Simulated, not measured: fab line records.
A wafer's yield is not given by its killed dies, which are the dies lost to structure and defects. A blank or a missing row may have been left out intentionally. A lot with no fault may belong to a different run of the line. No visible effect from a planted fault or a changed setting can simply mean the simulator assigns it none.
Chamber matching + flow n5_finfet + N5_FIN_CUT_DESCUM_13 on rie_diel-01: 4 sister chambers
The step chemistry O2, time 7 s. 8 wafers are shown with their chamber, then 7 later ones without.

== WAFERS WITH THEIR CHAMBER ==
| wafer  | chamber | showerhead_plenum_p_Torr (Torr) | drypump_motor_current_A (A) |
|--------|---------|---------------------------------|-----------------------------|
| L075.3 | 0       | 1.95                            | 5.4                         |
| L084.1 | 3       | 2.07                            | 5.8                         |
| L084.5 | 1       | 2.17                            | 4.7                         |
| L086.1 | 2       | 2.10                            | 6.3                         |
| L086.5 | 0       | 1.94                            | 5.4                         |
| L086.6 | 3       | 2.07                            | 5.7                         |
| L087.2 | 1       | 2.17                            | 4.7                         |
| L087.4 | 2       | 2.10                            | 6.3                         |

== WAFERS MISSING THEIR CHAMBER ==
| wafer  | showerhead_plenum_p_Torr (Torr) | drypump_motor_current_A (A) |
|--------|---------------------------------|-----------------------------|
| L087.6 | 1.94                            | 5.4                         |
| L090.2 | 2.17                            | 4.7                         |
| L090.3 | 1.94                            | 5.4                         |
| L090.4 | 2.06                            | 5.7                         |
| L094.2 | 2.10                            | 6.3                         |
| L094.3 | 2.17                            | 4.7                         |
| L094.4 | 2.06                            | 5.7                         |

== THE CHAMBER EACH PASSED THROUGH ==
| wafer  | from the rows above | in truth |
|--------|---------------------|----------|
| L087.6 | 0                   | 0        |
| L090.2 | 1                   | 1        |
| L090.3 | 0                   | 0        |
| L090.4 | 3                   | 3        |
| L094.2 | 2                   | 2        |
| L094.3 | 1                   | 1        |
| L094.4 | 3                   | 3        |
Correctly placed: 7 of 7. Left unplaced by these rows: 0. 0 placed wrongly.
How it was worked out, from the rows above alone: a wafer's distance from a chamber is the root of the sum, over the readings, of the square of ((its reading less the chamber's mean) divided by the reading's scatter). The wafer belongs to the nearest chamber; if the next one is less than 2 further off, it can't be placed. For every chamber, the mean is computed from those of its wafers that are shown. How the scatter is found: for the shown wafers, subtract from each reading the mean of its chamber, square and add these, divide the total by (wafers less chambers), then take the root.
